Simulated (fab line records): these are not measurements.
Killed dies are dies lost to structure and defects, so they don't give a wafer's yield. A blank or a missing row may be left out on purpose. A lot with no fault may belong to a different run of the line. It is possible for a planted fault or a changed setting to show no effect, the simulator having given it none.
The same fault as seen by 2 desks | flow n5-finfet | what lay behind the numbers comes last; until then each desk has only its own

== AT THE METROLOGY DESK ==
What the gauges read for every lot (on any tool): the sampled wafers with a number, averaged. Any lot whose mean is over 4 standard deviations away from the usual mean is out of limits and marked OUT; that distance is given in the brackets.
Columns: A = M15_RS at N5_BEOL_M15_RS_MEAS_54, usual 0.0214 ohm/sq
lot  | first seen here | A
L280 | day 11 14:44    | 0.0214
L283 | day 12 18:38    | 0.0213
L282 | day 12 21:56    | 0.0212
L284 | day 13 00:01    | 0.0216
L286 | day 13 14:20    | 0.0217
L289 | day 13 20:11    | 0.0215
L288 | day 14 21:16    | 0.0213
L290 | day 15 19:35    | 0.0214
L294 | day 15 19:38    | 0.0212
L293 | day 16 04:46    | 0.0218
L301 | day 17 18:38    | 0.0214
L302 | day 18 02:53    | 0.0213
This desk's finding: nothing out of limits on any of the 12 lots.

== FOR THE TOOL OWNER'S DESK: rie-metal-01 ==
The tool's own readings at N5_MIM_TOP_ETCH_ETCH_00 (etches TiN in Cl2/BCl3, target depth 38.5 nm): means of the sampled wafers that have a number, for each lot that ran on this tool. Any lot whose mean is over 4 standard deviations away from the usual mean is out of limits and marked OUT; that distance is given in the brackets.
Columns: A = bias-w at N5_MIM_TOP_ETCH_ETCH_00, usual 126.0 W; B = drypump-motor-current-A at N5_MIM_TOP_ETCH_ETCH_00, usual 5.9 A; C = oes_ar_750_au at N5_MIM_TOP_ETCH_ETCH_00, usual 0.87 a.u.; D = oes-product-au at N5_MIM_TOP_ETCH_ETCH_00, usual 0.87 a.u.; E = throttle-valve-pct at N5_MIM_TOP_ETCH_ETCH_00, usual 22.61 %
lot  | first seen here | A                | B   | C    | D    | E
L282 | day 13 01:04    | 125.5            | 4.8 | 0.68 | 0.64 | 22.57
L286 | day 13 19:04    | 126.1            | 5.1 | 0.70 | 0.68 | 22.52
L289 | day 13 23:14    | 125.7            | 5.8 | 0.76 | 0.77 | 22.43
L290 | day 16 03:07    | 123.7 (-5.8) OUT | 5.1 | 0.93 | 0.92 | 22.25
L293 | day 16 07:28    | 122.9 (-7.9) OUT | 5.5 | 0.84 | 0.83 | 22.34
This desk's verdict: out of limits on L290, L293, starting with L290 at day 16 03:07 (bias-w at N5_MIM_TOP_ETCH_ETCH_00). Within limits: L282, L286, L289.

== BROUGHT TOGETHER ==
On L290, L293, at day 16 03:07, an alarm was possible from the tool owner's desk.
The metrology desk saw nothing out of limits.
The metrology desk has L290, L293 on record, within its limits.
Of the lots named, all ran N5_MIM_TOP_ETCH_ETCH_00 on rie-metal-01.

== WHAT THE SIMULATOR PUT IN ==
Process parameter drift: rie-metal-01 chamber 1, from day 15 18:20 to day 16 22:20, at N5_MIM_TOP_ETCH_ETCH_00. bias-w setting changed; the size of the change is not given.
Shown lots that were struck: L290, L293.
Delay in hours, fault start to first out-of-limits reading, by desk: the tool owner's desk at 9.
